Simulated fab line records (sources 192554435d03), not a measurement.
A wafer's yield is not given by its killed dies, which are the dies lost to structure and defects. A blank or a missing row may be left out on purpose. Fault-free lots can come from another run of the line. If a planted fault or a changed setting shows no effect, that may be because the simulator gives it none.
Chamber matching + flow n5 finfet + 4 sister chambers for N5_GATE_CUT_ETCH_36 on rie diel-06
The step etches SiARC in CF4, target depth 13 nm, time 21.7 s. 7 wafers are shown with their chamber, then 7 later ones without.

== WAFERS WITH THEIR CHAMBER ==
| wafer  | chamber | drypump motor current A (A) | showerhead plenum p Torr (Torr) |
|--------|---------|-----------------------------|---------------------------------|
| L078.3 | 1       | 6.5                         | 2.27                            |
| L083.1 | 1       | 6.6                         | 2.26                            |
| L083.4 | 2       | 5.9                         | 2.12                            |
| L085.2 | 3       | 6.5                         | 2.23                            |
| L085.6 | 0       | 5.1                         | 2.05                            |
| L092.1 | 0       | 5.1                         | 2.04                            |
| L092.2 | 2       | 5.9                         | 2.11                            |

== WAFERS MISSING THEIR CHAMBER ==
| wafer  | drypump motor current A (A) | showerhead plenum p Torr (Torr) |
|--------|-----------------------------|---------------------------------|
| L092.5 | 6.6                         | 2.26                            |
| L095.1 | 6.5                         | 2.22                            |
| L095.3 | 6.6                         | 2.26                            |
| L095.4 | 5.1                         | 2.04                            |
| L097.1 | 6.6                         | 2.26                            |
| L097.4 | 6.6                         | 2.26                            |
| L097.5 | 5.1                         | 2.04                            |

== THE CHAMBER EACH PASSED THROUGH ==
| wafer  | from the rows above | in truth |
|--------|---------------------|----------|
| L092.5 | 1                   | 1        |
| L095.1 | 3                   | 3        |
| L095.3 | 1                   | 1        |
| L095.4 | 0                   | 0        |
| L097.1 | 1                   | 1        |
| L097.4 | 1                   | 1        |
| L097.5 | 0                   | 0        |
Placed correctly: 7 of 7. Not placeable from these rows: 0. Placed wrongly: 0.
How it was worked out, from the rows above alone: a wafer's distance from a chamber is the root of the sum, over the readings, of the square of ((its reading less the chamber's mean) divided by the reading's scatter). The wafer belongs to the nearest chamber; if the next one is less than 2 further off, it can't be placed. The mean given for a chamber averages the wafers shown for that chamber. The scatter: the root of (the sum of the squares of (reading less its chamber's mean) over the shown wafers, divided by (wafers less chambers)).
